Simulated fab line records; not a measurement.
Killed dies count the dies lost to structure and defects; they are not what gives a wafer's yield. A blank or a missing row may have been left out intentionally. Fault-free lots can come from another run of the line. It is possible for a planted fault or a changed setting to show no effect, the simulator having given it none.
Which of the tools did it? | flow n5_finfet | Sampling: 9 lots, 27 wafers, 4 of 1938 route steps

== WHAT THE GAUGES SHOWED, per wafer ==
N5_SD_EPI_P_EPI_MEAS_23.
lot  | measured    | on            | thk_nm (nm)
L878 | day 3 11:06 | film_metro-01 | 62.1 62.1 62.0
L886 | day 5 15:32 | film_metro-01 | 1.3 0.5 2.3
L887 | day 5 23:39 | film_metro-02 | 2.2 0.8 0.5
L888 | day 6 08:12 | film_metro-02 | 2.9 1.7 3.0
L890 | day 6 15:11 | film_metro-01 | 60.2 61.6 61.0
L893 | day 7 06:17 | film_metro-02 | 62.4 61.4 60.1
L894 | day 7 08:31 | film_metro-01 | 61.9 60.4 60.6
L898 | day 8 10:02 | film_metro-01 | 60.2 60.9 60.0
L899 | day 8 15:38 | film_metro-02 | 60.5 62.1 62.7

== WHAT TOOL EACH LOT RAN ON (gives the tool, then ch and the chambers of the sampled wafers, and finally the start) ==
lot  | N5_SD_EPI_N_SD_RECESS_17        | N5_SD_EPI_P_ETCHBACK_46           | N5_SD_EPI_P_SD_RECESS_17
L878 | rie_si-03 ch 0,1,3, day 3 02:52 | rie_diel-06 ch 1,2,3, day 3 07:56 | rie_si-02 ch 0,2,3, day 3 08:12
L886 | rie_si-01 ch 1,2,3, day 5 07:23 | rie_diel-03 ch 0,1,3, day 5 11:33 | rie_si-05 ch 0,3, day 5 11:49
L887 | rie_si-04 ch 0,2, day 5 14:52   | rie_diel-06 ch 0,2,3, day 5 19:38 | rie_si-02 ch 1,2, day 5 19:55
L888 | rie_si-03 ch 0,2,3, day 6 00:16 | rie_diel-06 ch 1,2, day 6 05:03   | rie_si-05 ch 0,2, day 6 05:19
L890 | rie_si-01 ch 1,2,3, day 6 07:09 | rie_diel-06 ch 1,2,3, day 6 12:03 | rie_si-06 ch 0,1,2, day 6 12:19
L893 | rie_si-01 ch 1,3, day 6 20:44   | rie_diel-03 ch 0,3, day 7 01:10   | rie_si-02 ch 0,1,3, day 7 01:26
L894 | rie_si-04 ch 0,1,2, day 7 01:13 | rie_diel-03 ch 0,3, day 7 05:23   | rie_si-02 ch 1,2,3, day 7 05:39
L898 | rie_si-04 ch 1,2, day 8 02:45   | rie_diel-06 ch 0,1,2, day 8 06:55 | rie_si-05 ch 2,3, day 8 07:11
L899 | rie_si-01 ch 0,1, day 8 08:14   | rie_diel-03 ch 0,1, day 8 12:29   | rie_si-06 ch 2,3, day 8 12:45
- N5_SD_EPI_N_SD_RECESS_17: chemistry HBr/Cl2/O2, target depth 41 nm, time 23.7 s, bt time 3 s.
- N5_SD_EPI_P_ETCHBACK_46: etches SiNx in CH3F/O2, stops on SiO2, target depth 17.5 nm.
- N5_SD_EPI_P_SD_RECESS_17: chemistry HBr/Cl2/O2, target depth 39.1 nm, bt time 3 s.

== THE ANSWER, worked out from the rows above alone ==
Rule: what is usual is taken from the lots themselves. Put in order of their means at a reading, lots are off if they are a third of the lots or fewer, leave a main group of 4 or more, and stand apart from it by a gap of 3 or more times the standard deviation of the main group's means; of several such gaps the widest counts. Not used: any main group whose means are identical at the precision the tables above print for the reading. Also off: a lot with no number at a reading for which 4 or more lots have one. Where the step has rows for the other lots, those lots are counted as sound.
Off: L886, L887, L888, at N5_SD_EPI_P_EPI_MEAS_23 (thk_nm). Mean 61.2 nm and standard deviation 0.56 in the main group.
If a tool, at a process step before that reading, ran all the lots that are off and no sound lot after the first of them, it fits. The gauges at N5_SD_EPI_P_EPI_MEAS_23 are tried like those tools. None of those tried fits.

== WHAT THE SIMULATOR HAD PUT IN ==
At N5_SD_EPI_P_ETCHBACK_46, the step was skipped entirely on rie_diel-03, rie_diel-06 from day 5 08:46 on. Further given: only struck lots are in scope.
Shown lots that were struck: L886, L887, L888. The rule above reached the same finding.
